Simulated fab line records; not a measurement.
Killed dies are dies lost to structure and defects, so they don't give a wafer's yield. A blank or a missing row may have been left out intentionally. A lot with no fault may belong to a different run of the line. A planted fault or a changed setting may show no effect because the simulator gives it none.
fab line records | flow n5-finfet | part 1 of 2: steps 1 to 22 of 28
record lots=5 | wafers=15 | last-day=16
route steps=1938 shown BEOL_M1@769
lots that met no fault: taken from a fault-free run of the same line
start-h: start of the lot's first displayed wafer, in hours after the record's first day | wait-h: time in hours since the lot's previous step | " the same as in the row above | L1.1+2: several wafers, shown together as one row | - value missing, or start not given | * or withheld: withheld | < > ~ a bound
route shown NAME@n: NAME is a module with steps in the file, n the number in the route of the first one | usual: mean/standard deviation taken from wafers without a fault | same: alike in all rows | chamber/n: place in a boat | sites: per-site readings | _std_site: standard deviation across them | _edge_site: inner sites' mean taken away from outer sites' mean | radius-mm: how far each site lies from the wafer's centre | mask NAME#n: copy n | behind: the most recent tool/chamber to have shaped the wafer | hold: why the lot went on hold/how many hours it stayed there/how the hold came to an end | device: whichever transistor did not switch (one of n, p or np) | end of line: the tests these same wafers got at the end of their route | where a step has no rows: the recipe by itself | killed: not the wafer's yield, but the dies lost to structure and defects at the first sort | map: a wafer's dies, x killed, . not, _ none there
set.NAME: the setting that was run; set.NAME@STEP: the one run at that earlier step | model.NAME: the simulator's own value behind a step, which no gauge read
certain route steps with their lots: each step a table, each wafer a row
services: a tool's chamber out of use, with start hour (start-h, from the record's first day; less than 0 if before it), hours out, and reason
## steps
# step N5_BEOL_M1_ETCH_63
# recipe chemistry=CF4 | target=SiARC | target-depth-a=156 | mask-material=CAR-EUV | time-s=26 | ion-energy-ev=80 | pressure-mtorr=40 | source-w=545 | bias-w=36 | Ar_flow_sccm=100 | cf4-flow-sccm=100 | ends=cleared
# usual drypump-motor-current-A=5.7/0.43 | etch-rf-on-time-s=26.0/0.67 | oes-product-au=0.68/0.071 | rf-vpp-V=184.2/1 | showerhead-plenum-p-Torr=2.15/0.056 | throttle-valve-pct=15.72/0.26
lot.wafer | tool        | chamber | start-h | wait-h | drypump-motor-current-A | etch-rf-on-time-s | oes-product-au | rf-hours-counter-h | rf-vpp-V | showerhead-plenum-p-Torr | throttle-valve-pct
L074.1    | rie-diel-05 | 1       | 124.67  | 0.0    | 5.8                     | 25.9              | 0.77           | 25                 | 184.1    | 2.11                     | 15.37
L074.4    | "           | 3       | "       | "      | 5.8                     | 26.8              | 0.64           | 153                | 184.9    | 2.23                     | 15.96
L074.6    | "           | 2       | "       | "      | 5.9                     | 25.3              | 0.70           | -                  | 185.4    | 2.17                     | 15.60
L075.1    | rie-diel-05 | 3       | 128.35  | 0.0    | 5.8                     | 27.0              | 0.64           | 154                | 185.9    | 2.23                     | 15.97
L075.2    | "           | 2       | "       | "      | 6.0                     | 25.6              | 0.70           | 86                 | 182.9    | 2.16                     | 15.60
L075.5    | "           | 2       | "       | "      | 5.9                     | 25.7              | 0.71           | -                  | 183.3    | 2.17                     | 15.61
L079.2    | rie-diel-04 | 3       | 156.61  | 0.0    | 5.4                     | 25.6              | 0.79           | 21                 | 184.5    | 2.18                     | 15.30
L079.3    | "           | 2       | "       | "      | 5.3                     | 26.3              | 0.58           | 250                | 184.4    | 2.20                     | 15.75
L079.5    | "           | 1       | "       | "      | 6.5                     | 25.3              | 0.76           | -                  | 186.8    | 2.17                     | 15.61
L083.1    | rie-diel-02 | 1       | 184.51  | 0.0    | 6.3                     | 27.3              | 0.57           | 278                | 181.3    | 2.00                     | 15.89
L083.2    | "           | 0       | "       | "      | 6.1                     | 25.9              | 0.58           | 254                | 185.1    | 2.20                     | 16.01
L083.4    | "           | 0       | "       | "      | 6.2                     | 26.0              | 0.58           | -                  | 183.4    | 2.20                     | 16.00
L092.4    | rie-diel-05 | 1       | 231.08  | 0.0    | 5.8                     | 25.5              | 0.73           | 54                 | 183.8    | 2.10                     | 15.43
L092.5    | "           | 0       | "       | "      | 5.0                     | 25.7              | 0.68           | -                  | 185.1    | 2.14                     | 15.97
L092.6    | "           | 1       | "       | "      | 5.8                     | 25.9              | 0.72           | -                  | 184.3    | 2.10                     | 15.43
# step N5_BEOL_M1_ETCH_64
# recipe chemistry=N2/H2 | target=SOC | target-depth-a=750 | overetch-a=150 | mask-material=SiARC | temp-c=40 | time-s=112.5 | ion-energy-ev=200 | pressure-mtorr=30 | source-w=840 | bias-w=150 | n2-flow-sccm=200 | h2-flow-sccm=200
# usual drypump-motor-current-A=5.7/0.42 | h2-flow-sccm=200.1/0.67 | n2-flow-sccm=200.1/0.66 | oes-product-au=0.63/0.061 | rf-vpp-V=524.0/2 | showerhead-plenum-p-Torr=2.55/0.064 | throttle-valve-pct=18.0/0.31
lot.wafer | tool        | chamber | start-h | wait-h | drypump-motor-current-A | h2-flow-sccm | n2-flow-sccm | oes-product-au | rf-hours-counter-h | rf-vpp-V | showerhead-plenum-p-Torr | throttle-valve-pct
L074.1    | rie-diel-05 | 1       | 124.70  | 0.0    | 5.9                     | 200.5        | 200.6        | 0.71           | 25                 | 522.0    | 2.48                     | 17.4
L074.4    | "           | 3       | "       | "      | 5.8                     | 199.8        | 200.0        | 0.60           | 153                | 527.0    | 2.65                     | 18.3
L074.6    | "           | 2       | "       | "      | 6.0                     | 199.4        | 200.0        | 0.64           | -                  | 526.0    | 2.56                     | 17.8
L075.1    | rie-diel-05 | 3       | 128.37  | 0.0    | 5.8                     | 199.9        | 201.0        | 0.60           | 154                | 524.5    | 2.65                     | 18.3
L075.2    | "           | 2       | "       | "      | 6.0                     | 199.8        | 199.4        | 0.64           | 86                 | 523.0    | 2.56                     | 17.8
L075.5    | "           | 2       | "       | "      | 5.9                     | 200.1        | 199.6        | 0.64           | -                  | 523.9    | 2.56                     | 17.8
L079.2    | rie-diel-04 | 3       | 156.64  | 0.0    | 5.4                     | 200.2        | 199.8        | 0.73           | 21                 | 524.5    | 2.60                     | 17.6
L079.3    | "           | 2       | "       | "      | 5.3                     | 199.2        | 200.5        | 0.54           | 250                | 522.9    | 2.62                     | 18.0
L079.5    | "           | 1       | "       | "      | 6.4                     | 200.3        | 200.4        | 0.70           | -                  | 525.0    | 2.57                     | 17.7
L083.1    | rie-diel-02 | 1       | 184.55  | 0.0    | 6.3                     | 200.5        | 199.8        | 0.54           | 278                | 518.0    | 2.40                     | 18.2
L083.2    | "           | 0       | "       | "      | 6.1                     | 199.8        | 200.0        | 0.54           | 254                | 525.9    | 2.59                     | 18.0
L083.4    | "           | 0       | "       | "      | 6.1                     | 201.0        | 200.6        | 0.54           | -                  | 525.1    | 2.59                     | 18.0
L092.4    | rie-diel-05 | 1       | 231.11  | 0.0    | 5.8                     | 199.8        | 200.7        | 0.67           | 54                 | 522.6    | 2.47                     | 17.5
L092.5    | "           | 0       | "       | "      | 5.0                     | 199.1        | 200.3        | 0.62           | -                  | 524.5    | 2.55                     | 18.3
L092.6    | "           | 1       | "       | "      | 5.8                     | 200.4        | 200.4        | 0.67           | -                  | 521.6    | 2.47                     | 17.5
# step N5_BEOL_M1_STRIP_65
# recipe chemistry=N2/H2 | temp-c=40 | n2-flow-sccm=200 | h2-flow-sccm=200 | rf-frequency-hz=6e+07
lot.wafer  | tool        | chamber | start-h | wait-h
L074.1+4+6 | rie-diel-05 | 1,3,2   | 124.81  | 0.1
L075.1+2+5 | rie-diel-05 | 3,2,2   | 128.48  | 0.1
L079.2+3+5 | rie-diel-04 | 3,2,1   | 156.74  | 0.1
L083.1+2+4 | rie-diel-02 | 1,0,0   | 184.71  | 0.1
L092.4+5+6 | rie-diel-05 | 1,0,1   | 231.22  | 0.1
# step N5_BEOL_M1_STRIP_75
# recipe chemistry=N2/H2 | temp-c=40 | n2-flow-sccm=200 | h2-flow-sccm=200 | rf-frequency-hz=6e+07
lot.wafer  | tool        | chamber | start-h | wait-h
L074.1+4+6 | rie-diel-05 | 1,3,2   | 124.82  | 0.0
L075.1+2+5 | rie-diel-05 | 3,2,2   | 128.49  | 0.0
L079.2+3+5 | rie-diel-04 | 3,2,1   | 156.75  | 0.0
L083.1+2+4 | rie-diel-02 | 1,0,0   | 184.73  | 0.0
L092.4+5+6 | rie-diel-05 | 1,0,1   | 231.23  | 0.0
# step N5_BEOL_M1_STRIP_66
# recipe chemistry=CF4 | resist=SiARC | power-w=300 | bias-power-w=75 | pressure-mtorr=50 | cf4-flow-sccm=150 | rf-frequency-hz=6e+07
# usual drypump-motor-current-A=5.7/0.43 | oes-product-au=0.78/0.076 | rf-vpp-V=271.3/1.3 | showerhead-plenum-p-Torr=1.80/0.045 | throttle-valve-pct=13.67/0.27
lot.wafer | tool        | chamber | start-h | wait-h | drypump-motor-current-A | oes-product-au | rf-hours-counter-h | rf-vpp-V | showerhead-plenum-p-Torr | throttle-valve-pct
L074.1    | rie-diel-05 | 1       | 124.83  | 0.0    | 5.8                     | 0.88           | 25                 | 270.6    | 1.77                     | 13.30
L074.4    | "           | 3       | "       | "      | 5.9                     | 0.75           | 153                | 271.8    | 1.86                     | 13.89
L074.6    | "           | 2       | "       | "      | 5.9                     | 0.81           | -                  | 272.8    | 1.81                     | 13.54
L075.1    | rie-diel-05 | 3       | 128.50  | 0.0    | 5.8                     | 0.75           | 154                | 272.5    | 1.86                     | 13.88
L075.2    | "           | 2       | "       | "      | 5.9                     | 0.81           | 86                 | 271.2    | 1.81                     | 13.55
L075.5    | "           | 2       | "       | "      | 5.9                     | 0.80           | -                  | 271.9    | 1.81                     | 13.54
L079.2    | rie-diel-04 | 3       | 156.76  | 0.0    | 5.4                     | 0.89           | 21                 | 273.0    | 1.83                     | 13.25
L079.3    | "           | 2       | "       | "      | 5.2                     | 0.67           | 250                | 271.6    | 1.84                     | 13.75
L079.5    | "           | 1       | "       | "      | 6.4                     | 0.87           | -                  | 271.4    | 1.83                     | 13.56
L083.1    | rie-diel-02 | 1       | 184.74  | 0.0    | 6.4                     | 0.67           | 278                | 268.4    | 1.68                     | 13.91
L083.2    | "           | 0       | "       | "      | 6.1                     | 0.67           | 254                | 274.1    | 1.84                     | 13.99
L083.4    | "           | 0       | "       | "      | 6.1                     | 0.67           | -                  | 271.6    | 1.84                     | 13.99
L092.4    | rie-diel-05 | 1       | 231.24  | 0.0    | 5.8                     | 0.84           | 54                 | 270.6    | 1.76                     | 13.37
L092.5    | "           | 0       | "       | "      | 5.0                     | 0.77           | -                  | 269.6    | 1.78                     | 13.88
L092.6    | "           | 1       | "       | "      | 5.8                     | 0.83           | -                  | 270.8    | 1.76                     | 13.39
# step N5_BEOL_M1_HM_OPEN_17
# recipe chemistry=Cl2/BCl3 | target-depth-a=200 | overetch-a=60 | target=TiN | mask-material=SOC | ion-energy-ev=150 | pressure-mtorr=10 | icp-w=1000 | bias-w=126 | Cl2_flow_sccm=53.25 | bcl3-flow-sccm=21.75 | Ar_flow_sccm=25
# usual drypump-motor-current-A=6.0/0.48 | oes-product-au=0.64/0.068 | throttle-valve-pct=22.1/0.34
lot.wafer | tool         | chamber | start-h | wait-h | drypump-motor-current-A | oes-product-au | rf-hours-counter-h | throttle-valve-pct
L074.1    | rie-metal-02 | 1       | 124.87  | 0.0    | 5.5                     | 0.65           | 55                 | 22.5
L074.4    | "            | 1       | "       | "      | 5.5                     | 0.64           | -                  | 22.6
L074.6    | "            | 1       | "       | "      | 5.5                     | 0.65           | -                  | 22.6
L075.1    | rie-metal-01 | 0       | 128.54  | 0.0    | 6.4                     | 0.52           | 128                | 22.5
L075.2    | "            | 1       | "       | "      | 6.5                     | 0.69           | 28                 | 21.8
L075.5    | "            | 1       | "       | "      | 6.5                     | 0.69           | -                  | 21.9
L079.2    | rie-metal-02 | 1       | 156.80  | 0.0    | 5.4                     | 0.64           | 58                 | 22.6
L079.3    | "            | 0       | "       | "      | 5.8                     | 0.68           | -                  | 21.8
L079.5    | "            | 1       | "       | "      | 5.5                     | 0.64           | -                  | 22.6
L083.1    | rie-metal-03 | 0       | 184.79  | 0.0    | 5.2                     | 0.73           | 19                 | 21.8
L083.2    | "            | 1       | "       | "      | 6.5                     | 0.60           | 64                 | 21.9
L083.4    | "            | 1       | "       | "      | 6.5                     | 0.61           | -                  | 21.9
L092.4    | rie-metal-03 | 1       | 231.32  | 0.1    | 6.5                     | 0.61           | -                  | 21.9
L092.5    | "            | 0       | "       | "      | 5.2                     | 0.71           | -                  | 21.8
L092.6    | "            | 1       | "       | "      | 6.5                     | 0.60           | -                  | 22.0
# step N5_BEOL_M1_STRIP_19
# recipe chemistry=O2 | power-w=400 | temp-c=40 | pressure-mtorr=30 | rf-frequency-hz=6e+07 | bias-power-w=0 | overash-fraction=0.2 | o2-flow-sccm=225
# usual drypump-motor-current-A=5.8/0.42 | oes-product-au=0.78/0.091 | rf-vpp-V=3.6/0.56 | showerhead-plenum-p-Torr=2.10/0.057 | throttle-valve-pct=16.78/0.27
lot.wafer | tool        | chamber | start-h | wait-h | drypump-motor-current-A | oes-product-au | rf-hours-counter-h | rf-vpp-V | showerhead-plenum-p-Torr | throttle-valve-pct
L074.1    | rie-diel-04 | 2       | 125.02  | 0.1    | 5.3                     | 0.68           | 240                | 2.9      | 2.14                     | 16.69
L074.4    | "           | 0       | "       | "      | 5.4                     | 0.79           | 110                | 3.5      | 2.03                     | 16.62
L074.6    | "           | 2       | "       | "      | 5.2                     | 0.68           | -                  | 4.0      | 2.14                     | 16.67
L075.1    | rie-diel-05 | 2       | 128.65  | 0.1    | 5.9                     | 0.81           | 86                 | 4.3      | 2.12                     | 16.69
L075.2    | "           | 3       | "       | "      | 5.9                     | 0.75           | 155                | 4.1      | 2.16                     | 16.91
L075.5    | "           | 0       | "       | "      | 5.0                     | 0.80           | -                  | 4.5      | 2.09                     | 16.92
L079.2    | rie-diel-04 | 3       | 156.92  | 0.1    | 5.4                     | 0.93           | 21                 | 3.2      | 2.16                     | 16.48
L079.3    | "           | 0       | "       | "      | 5.4                     | 0.78           | 120                | 3.0      | 2.03                     | 16.65
L079.5    | "           | 3       | "       | "      | 5.4                     | 0.93           | -                  | 4.0      | 2.16                     | 16.49
L083.1    | rie-diel-05 | 3       | 184.91  | 0.1    | 5.8                     | 0.75           | 171                | 3.9      | 2.16                     | 16.94
L083.2    | "           | 1       | "       | "      | 5.9                     | 0.87           | 42                 | 2.2      | 2.03                     | 16.32
L083.4    | "           | 2       | "       | "      | 5.9                     | 0.79           | 102                | 3.8      | 2.12                     | 16.73
L092.4    | rie-diel-05 | 0       | 231.56  | 0.2    | 5.0                     | 0.78           | 143                | 4.7      | 2.08                     | 16.99
L092.5    | "           | 0       | "       | "      | 5.0                     | 0.78           | -                  | 3.0      | 2.08                     | 16.97
L092.6    | "           | 3       | "       | "      | 5.8                     | 0.73           | -                  | 2.6      | 2.15                     | 16.97
# step N5_BEOL_M1_CD_MEAS_18
# recipe pitch-nm=36 | target-cd-nm=18
# usual cd-nm=18.0/0.38
lot.wafer | tool      | chamber | start-h | wait-h | cd-nm
L074.1    | cd-sem-03 | -       | 125.09  | 0.0    | 17.8
L074.4    | "         | -       | "       | "      | 17.4
L074.6    | "         | -       | "       | "      | 18.2
L075.1    | cd-sem-02 | -       | 128.72  | 0.0    | 17.7
L075.2    | "         | -       | "       | "      | 18.8
L075.5    | "         | -       | "       | "      | 18.5
L079.2    | cd-sem-02 | -       | 156.99  | 0.1    | 18.1
L079.3    | "         | -       | "       | "      | 18.2
L079.5    | "         | -       | "       | "      | 18.0
L083.1    | cd-sem-03 | -       | 184.98  | 0.0    | 18.1
L083.2    | "         | -       | "       | "      | 17.5
L083.4    | "         | -       | "       | "      | 17.4
L092.4    | cd-sem-02 | -       | 231.63  | 0.1    | 17.7
L092.5    | "         | -       | "       | "      | 17.6
L092.6    | "         | -       | "       | "      | 18.4
# step N5_BEOL_M1_COAT_67
# recipe resist=SOC | temp-c=250 | time-s=60 | spin-rpm=1500 | resist-thk-nm=60
lot.wafer  | tool           | chamber | start-h | wait-h
L074.1+4+6 | litho-track-04 | 0       | 125.12  | 0.0
L075.1+2+5 | litho-track-01 | 0       | 128.76  | 0.0
L079.2+3+5 | litho-track-04 | 0       | 157.02  | 0.0
L083.1+2+4 | litho-track-02 | 0       | 185.02  | 0.0
L092.4+5+6 | litho-track-02 | 0       | 231.66  | 0.0
# step N5_BEOL_M1_COAT_68
# recipe resist=SiARC | temp-c=220 | time-s=60 | spin-rpm=1500 | resist-thk-nm=12
lot.wafer  | tool           | chamber | start-h | wait-h
L074.1+4+6 | litho-track-04 | 0       | -       | -
L075.1+2+5 | litho-track-01 | 0       | -       | -
L079.2+3+5 | litho-track-04 | 0       | -       | -
L083.1+2+4 | litho-track-02 | 0       | -       | -
L092.4+5+6 | litho-track-02 | 0       | -       | -
# step N5_BEOL_M1_COAT_76
# recipe resist=underlayer | temp-c=205 | time-s=60 | spin-rpm=1500 | resist-thk-nm=5
lot.wafer  | tool           | chamber | start-h | wait-h
L074.1+4+6 | litho-track-04 | 0       | -       | -
L075.1+2+5 | litho-track-01 | 0       | -       | -
L079.2+3+5 | litho-track-04 | 0       | -       | -
L083.1+2+4 | litho-track-02 | 0       | -       | -
L092.4+5+6 | litho-track-02 | 0       | -       | -
# step N5_BEOL_M1_COAT_22
# recipe resist=CAR-EUV | spin-rpm=1500 | resist-thk-nm=30
lot.wafer  | tool           | chamber | start-h | wait-h
L074.1+4+6 | litho-track-04 | 0       | -       | -
L075.1+2+5 | litho-track-01 | 0       | -       | -
L079.2+3+5 | litho-track-04 | 0       | -       | -
L083.1+2+4 | litho-track-02 | 0       | -       | -
L092.4+5+6 | litho-track-02 | 0       | -       | -
# step N5_BEOL_M1_EBR_24
# recipe solvent=PGMEA | ebr-width-mm=1.5
lot.wafer  | tool           | chamber | start-h | wait-h
L074.1+4+6 | litho-track-04 | 0       | -       | -
L075.1+2+5 | litho-track-01 | 0       | -       | -
L079.2+3+5 | litho-track-04 | 0       | -       | -
L083.1+2+4 | litho-track-02 | 0       | -       | -
L092.4+5+6 | litho-track-02 | 0       | -       | -
# step N5_BEOL_M1_SOFTBAKE_23
# recipe temp-c=110 | time-s=60 | resist=CAR-EUV
lot.wafer  | tool           | chamber | start-h | wait-h
L074.1+4+6 | litho-track-04 | 0       | -       | -
L075.1+2+5 | litho-track-01 | 0       | -       | -
L079.2+3+5 | litho-track-04 | 0       | -       | -
L083.1+2+4 | litho-track-02 | 0       | -       | -
L092.4+5+6 | litho-track-02 | 0       | -       | -
# step N5_BEOL_M1_EXPOSE_25
# recipe mask-id=V0 | na=0.33 | source-shape=quasar | sigma-inner=0.2 | sigma-outer=0.8 | polarization=unpolarized | defocus-nm=5 | target-cd-nm=24 | dose-mj=63
lot.wafer  | tool           | chamber | start-h | wait-h | mask
L074.1+4+6 | euv-scanner-02 | 0       | 125.26  | -      | V0#0
L075.1+2+5 | euv-scanner-01 | 0       | 129.02  | -      | V0#0
L079.2+3+5 | euv-scanner-01 | 0       | 157.29  | -      | V0#0
L083.1+2+4 | euv-scanner-01 | 0       | 185.29  | -      | V0#0
L092.4+5+6 | euv-scanner-02 | 0       | 231.97  | -      | V0#0
# step N5_BEOL_M1_PEB_26
# recipe peb-temp-c=100 | peb-time-s=60 | resist=CAR-EUV
# same peb-time-s=60
lot.wafer  | tool           | chamber | start-h | wait-h
L074.1+4+6 | litho-track-04 | 0       | 125.34  | 0.1
L075.1+2+5 | litho-track-04 | 0       | 129.10  | 0.1
L079.2+3+5 | litho-track-04 | 0       | 157.36  | 0.1
L083.1+2+4 | litho-track-02 | 0       | 185.37  | 0.1
L092.4+5+6 | litho-track-04 | 0       | 232.02  | 0.0
# step N5_BEOL_M1_DEVELOP_27
# recipe develop-time-s=30 | developer=TMAH | resist=CAR-EUV | rinse-liquid=surfactant-rinse | dry=air-spin | dev-temp-c=23
# usual developer-temp-C=23.01/0.11
lot.wafer | tool           | chamber | start-h | wait-h | developer-temp-C
L074.1    | litho-track-04 | 0       | -       | -      | 23.03
L074.4    | "              | 0       | "       | "      | 23.01
L074.6    | "              | 0       | "       | "      | 22.90
L075.1    | litho-track-04 | 0       | -       | -      | 22.86
L075.2    | "              | 0       | "       | "      | 23.02
L075.5    | "              | 0       | "       | "      | 22.90
L079.2    | litho-track-04 | 0       | -       | -      | 23.08
L079.3    | "              | 0       | "       | "      | 23.14
L079.5    | "              | 0       | "       | "      | 22.99
L083.1    | litho-track-02 | 0       | -       | -      | 22.99
L083.2    | "              | 0       | "       | "      | 22.88
L083.4    | "              | 0       | "       | "      | 22.77
L092.4    | litho-track-04 | 0       | -       | -      | 23.24
L092.5    | "              | 0       | "       | "      | 23.10
L092.6    | "              | 0       | "       | "      | 23.15
# step N5_BEOL_M1_CD_MEAS_28
# recipe landing-energy-ev=500 | detector=se-inlens | target-cd-y-nm=23.3
# usual cd-nm=24.00/0.23
lot.wafer | tool      | chamber | start-h | wait-h | cd-nm
L074.1    | cd-sem-02 | 0       | 125.41  | -      | 23.54
L074.4    | "         | 0       | "       | "      | 24.11
L074.6    | "         | 0       | "       | "      | 23.81
L075.1    | cd-sem-01 | 0       | 129.17  | -      | 24.10
L075.2    | "         | 0       | "       | "      | 24.10
L075.5    | "         | 0       | "       | "      | 24.31
L079.2    | cd-sem-03 | 0       | 157.43  | -      | 23.99
L079.3    | "         | 0       | "       | "      | 24.05
L079.5    | "         | 0       | "       | "      | 24.15
L083.1    | cd-sem-02 | 0       | 185.44  | -      | 24.03
L083.2    | "         | 0       | "       | "      | 24.31
L083.4    | "         | 0       | "       | "      | 23.93
L092.4    | cd-sem-02 | 0       | 232.09  | -      | 23.69
L092.5    | "         | 0       | "       | "      | 23.85
L092.6    | "         | 0       | "       | "      | 23.65
# step N5_BEOL_M1_OVL_MEAS_29
# recipe points-per-wafer=522
# usual V0_OVL=0.0/0.65
lot.wafer | tool       | chamber | start-h | wait-h | V0_OVL[nm]
L074.1    | overlay-02 | 0       | 125.44  | 0.0    | -0.2
L074.4    | "          | 0       | "       | "      | 0.0
L074.6    | "          | 0       | "       | "      | -0.2
L075.1    | overlay-02 | 0       | 129.20  | 0.0    | -0.1
L075.2    | "          | 0       | "       | "      | -0.3
L075.5    | "          | 0       | "       | "      | -0.9
L079.2    | overlay-02 | 0       | 157.47  | 0.0    | 1.1
L079.3    | "          | 0       | "       | "      | -0.9
L079.5    | "          | 0       | "       | "      | -0.4
L083.1    | overlay-02 | 0       | 185.47  | 0.0    | 0.0
L083.2    | "          | 0       | "       | "      | -0.9
L083.4    | "          | 0       | "       | "      | -0.9
L092.4    | overlay-02 | 0       | 232.13  | 0.0    | -0.5
L092.5    | "          | 0       | "       | "      | 0.4
L092.6    | "          | 0       | "       | "      | -0.9
# step N5_BEOL_M1_INSPECT_30
# recipe mode=adi | inspect-instrument=brightfield
# usual raw-defect-count=398/76
lot.wafer | tool              | chamber | start-h | wait-h | raw-defect-count
L074.1    | defect-inspect-01 | -       | 125.49  | 0.1    | 323
L074.4    | "                 | -       | "       | "      | 340
L074.6    | "                 | -       | "       | "      | 412
L075.1    | defect-inspect-02 | -       | 129.25  | 0.1    | 509
L075.2    | "                 | -       | "       | "      | 540
L075.5    | "                 | -       | "       | "      | 466
L079.2    | defect-inspect-02 | -       | 157.52  | 0.0    | 423
L079.3    | "                 | -       | "       | "      | 544
L079.5    | "                 | -       | "       | "      | 404
L083.1    | defect-inspect-02 | -       | 185.53  | 0.1    | 482
L083.2    | "                 | -       | "       | "      | 407
L083.4    | "                 | -       | "       | "      | 292
L092.4    | defect-inspect-01 | -       | 232.18  | 0.0    | 364
L092.5    | "                 | -       | "       | "      | 380
L092.6    | "                 | -       | "       | "      | 351
# step N5_BEOL_M1_DESCUM_33
# recipe chemistry=O2 | time-s=7 | source-power-w=50 | bias-power-w=20 | pressure-mtorr=20 | rf-frequency-hz=2.712e+07 | temp-c=40 | resist=CAR-EUV | o2-flow-sccm=225
# usual drypump-motor-current-A=5.6/0.41 | oes-product-au=0.82/0.069 | rf-vpp-V=243.4/1.1 | showerhead-plenum-p-Torr=2.10/0.049 | throttle-valve-pct=20.44/0.26
lot.wafer | tool        | chamber | start-h | wait-h | drypump-motor-current-A | oes-product-au | rf-hours-counter-h | rf-vpp-V | showerhead-plenum-p-Torr | throttle-valve-pct
L074.1    | rie-diel-04 | 3       | 125.53  | 0.0    | 5.4                     | 0.95           | 12                 | 243.1    | 2.16                     | 20.31
L074.4    | "           | 0       | "       | "      | 5.4                     | 0.80           | 110                | 243.0    | 2.03                     | 20.41
L074.6    | "           | 3       | "       | "      | 5.4                     | 0.96           | -                  | 243.3    | 2.16                     | 20.32
L075.1    | rie-diel-05 | 1       | 129.29  | 0.0    | 5.9                     | 0.89           | 27                 | 242.5    | 2.03                     | 20.03
L075.2    | "           | 0       | "       | "      | 5.0                     | 0.81           | 111                | 242.8    | 2.09                     | 20.70
L075.5    | "           | 1       | "       | "      | 5.8                     | 0.89           | -                  | 243.5    | 2.03                     | 20.03
L079.2    | rie-diel-05 | 1       | 157.55  | 0.0    | 5.8                     | 0.88           | 35                 | 243.0    | 2.02                     | 20.05
L079.3    | "           | 3       | "       | "      | 5.8                     | 0.75           | 163                | 245.2    | 2.16                     | 20.66
L079.5    | "           | 0       | "       | "      | 5.0                     | 0.80           | -                  | 244.2    | 2.09                     | 20.72
L083.1    | rie-diel-05 | 0       | 185.66  | 0.1    | 5.0                     | 0.79           | 126                | 243.5    | 2.08                     | 20.75
L083.2    | "           | 2       | "       | "      | 5.9                     | 0.79           | 102                | 243.6    | 2.11                     | 20.52
L083.4    | "           | 1       | "       | "      | 5.8                     | 0.86           | 42                 | 243.0    | 2.02                     | 20.06
L092.4    | rie-diel-04 | 2       | 232.41  | 0.2    | 5.3                     | 0.92           | 19                 | 243.6    | 2.13                     | 19.98
L092.5    | "           | 3       | "       | "      | 5.4                     | 0.88           | -                  | 243.1    | 2.15                     | 20.38
L092.6    | "           | 2       | "       | "      | 5.3                     | 0.92           | -                  | 244.9    | 2.13                     | 19.99
# step N5_BEOL_M1_ETCH_77
# recipe chemistry=N2/H2 | target=underlayer | target-depth-a=65 | mask-material=CAR-EUV | time-s=5.2 | ion-energy-ev=200 | pressure-mtorr=30 | source-w=840 | bias-w=150 | n2-flow-sccm=200 | h2-flow-sccm=200 | ends=cleared
# usual drypump-motor-current-A=5.6/0.41 | etch-rf-on-time-s=5.17/0.12 | h2-flow-sccm=200.0/0.57 | n2-flow-sccm=200.0/0.57 | oes-product-au=0.70/0.059 | rf-vpp-V=524.2/2 | showerhead-plenum-p-Torr=2.56/0.059 | throttle-valve-pct=17.9/0.31
lot.wafer | tool        | chamber | start-h | wait-h | drypump-motor-current-A | etch-rf-on-time-s | h2-flow-sccm | n2-flow-sccm | oes-product-au | rf-hours-counter-h | rf-vpp-V | showerhead-plenum-p-Torr | throttle-valve-pct
L074.1    | rie-diel-04 | 3       | 125.56  | 0.0    | 5.4                     | 5.12              | 200.7        | 200.4        | 0.81           | 12                 | 522.9    | 2.60                     | 17.6
L074.4    | "           | 0       | "       | "      | 5.4                     | 4.98              | 199.7        | 200.3        | 0.68           | 110                | 521.9    | 2.47                     | 18.0
L074.6    | "           | 3       | "       | "      | 5.4                     | 5.14              | 200.0        | 200.8        | 0.78           | -                  | 524.0    | 2.60                     | 17.6
L075.1    | rie-diel-05 | 1       | 129.32  | 0.0    | 5.8                     | 5.10              | 199.4        | 200.7        | 0.77           | 27                 | 522.0    | 2.48                     | 17.5
L075.2    | "           | 0       | "       | "      | 5.0                     | 5.20              | 199.5        | 200.4        | 0.70           | 111                | 526.5    | 2.57                     | 18.3
L075.5    | "           | 1       | "       | "      | 5.9                     | 5.11              | 198.7        | 200.3        | 0.75           | -                  | 521.0    | 2.48                     | 17.5
L079.2    | rie-diel-05 | 1       | 157.59  | 0.0    | 5.8                     | 5.18              | 199.5        | 199.5        | 0.75           | 35                 | 521.7    | 2.48                     | 17.5
L079.3    | "           | 3       | "       | "      | 5.8                     | 5.37              | 199.3        | 200.7        | 0.64           | 163                | 527.1    | 2.65                     | 18.3
L079.5    | "           | 0       | "       | "      | 5.0                     | 5.22              | 200.9        | 200.2        | 0.69           | -                  | 523.5    | 2.56                     | 18.3
L083.1    | rie-diel-05 | 0       | 185.70  | 0.0    | 5.0                     | 5.31              | 200.3        | 199.8        | 0.68           | 126                | 522.4    | 2.56                     | 18.3
L083.2    | "           | 2       | "       | "      | 5.9                     | 5.10              | 199.8        | 200.9        | 0.68           | 102                | 525.8    | 2.56                     | 17.9
L083.4    | "           | 1       | "       | "      | 5.8                     | 5.16              | 200.2        | 199.8        | 0.74           | 42                 | 519.9    | 2.47                     | 17.5
L092.4    | rie-diel-04 | 2       | 232.44  | 0.0    | 5.3                     | 5.01              | 199.3        | 200.4        | 0.78           | 19                 | 525.3    | 2.61                     | 17.6
L092.5    | "           | 3       | "       | "      | 5.4                     | 5.08              | 200.0        | 200.3        | 0.75           | -                  | 525.0    | 2.59                     | 17.7
L092.6    | "           | 2       | "       | "      | 5.3                     | 5.01              | 200.5        | 199.9        | 0.79           | -                  | 525.1    | 2.61                     | 17.6
